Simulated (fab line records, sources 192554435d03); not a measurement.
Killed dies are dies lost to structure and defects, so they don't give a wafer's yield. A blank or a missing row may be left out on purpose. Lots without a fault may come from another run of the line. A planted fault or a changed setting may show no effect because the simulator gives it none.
Chamber matching | flow n5_finfet | N5_DUMMY_GATE_ETCH_31 on rie_diel-03: 4 sister chambers
The step etches SiO2 in C4F6/O2, target depth 82.5 nm, time 27.5 s. 8 wafers are shown with their chamber, then 7 later ones without.

WAFERS WITH THEIR CHAMBER
wafer  | chamber | showerhead_plenum_p_Torr (Torr) | drypump_motor_current_A (A)
L075.2 | 1       | 2.74                            | 6.1
L089.2 | 3       | 2.89                            | 5.3
L089.5 | 2       | 2.98                            | 5.0
L090.2 | 3       | 2.89                            | 5.4
L090.4 | 1       | 2.73                            | 6.1
L090.5 | 0       | 2.84                            | 5.6
L092.2 | 0       | 2.84                            | 5.5
L092.3 | 2       | 2.98                            | 5.0

WAFERS WITHOUT THEIR CHAMBER
wafer  | showerhead_plenum_p_Torr (Torr) | drypump_motor_current_A (A)
L092.4 | 2.89                            | 5.3
L094.1 | 2.97                            | 5.0
L094.2 | 2.89                            | 5.4
L094.6 | 2.97                            | 5.0
L096.1 | 2.83                            | 5.5
L096.3 | 2.97                            | 5.0
L096.6 | 2.89                            | 5.4

WHICH CHAMBER EACH WENT THROUGH
wafer  | from the rows above | in truth
L092.4 | 3                   | 3
L094.1 | 2                   | 2
L094.2 | 3                   | 3
L094.6 | 2                   | 2
L096.1 | 0                   | 0
L096.3 | 2                   | 2
L096.6 | 3                   | 3
Placed correctly: 7 of 7. Can't be placed from these rows: 0. Placed wrongly: 0.
How it was worked out, from the rows above alone: a wafer's distance from a chamber is the root of the sum, over the readings, of the square of ((its reading less the chamber's mean) divided by the reading's scatter). The wafer belongs to the nearest chamber; if the next one is less than 2 further off, it can't be placed. A chamber's mean is the mean of its shown wafers. The scatter: the root of (the sum of the squares of (reading less its chamber's mean) over the shown wafers, divided by (wafers less chambers)).
